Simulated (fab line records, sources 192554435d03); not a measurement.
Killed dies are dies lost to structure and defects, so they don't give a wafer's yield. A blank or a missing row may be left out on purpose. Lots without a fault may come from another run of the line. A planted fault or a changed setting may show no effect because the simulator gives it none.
Chamber matching | flow n5_finfet | N5_BEOL_M1_ETCH_63 on rie_diel-01: 4 sister chambers
The step etches SiARC in CF4, target depth 15.6 nm, time 26 s. 4 wafers are shown with their chamber, then 9 later ones without.

WAFERS WITH THEIR CHAMBER
wafer  | chamber | drypump_motor_current_A (A)
L085.3 | 2       | 5.6
L091.1 | 0       | 5.4
L091.2 | 3       | 5.9
L091.3 | 1       | 6.4

WAFERS WITHOUT THEIR CHAMBER
wafer  | drypump_motor_current_A (A)
L091.4 | 5.6
L091.5 | 5.9
L091.6 | 5.4
L095.1 | 6.4
L095.3 | 5.4
L095.5 | 5.4
L096.1 | 5.3
L096.2 | 5.9
L096.3 | 6.4

WHICH CHAMBER EACH WENT THROUGH
wafer  | from the rows above | in truth
L091.4 | 2                   | 2
L091.5 | 3                   | 3
L091.6 | 0                   | 0
L095.1 | 1                   | 1
L095.3 | 0                   | 0
L095.5 | 0                   | 0
L096.1 | 0                   | 0
L096.2 | 3                   | 3
L096.3 | 1                   | 1
Placed correctly: 9 of 9. Can't be placed from these rows: 0. Placed wrongly: 0.
How it was worked out, from the rows above alone: a wafer's distance from a chamber is the root of the sum, over the readings, of the square of ((its reading less the chamber's mean) divided by the reading's scatter). The wafer belongs to the nearest chamber; if the next one is less than 2 further off, it can't be placed. A chamber's mean is the mean of its shown wafers. The scatter: with one shown wafer a chamber, the root of the mean of the squares of how far each hidden wafer lies from its nearest shown one.
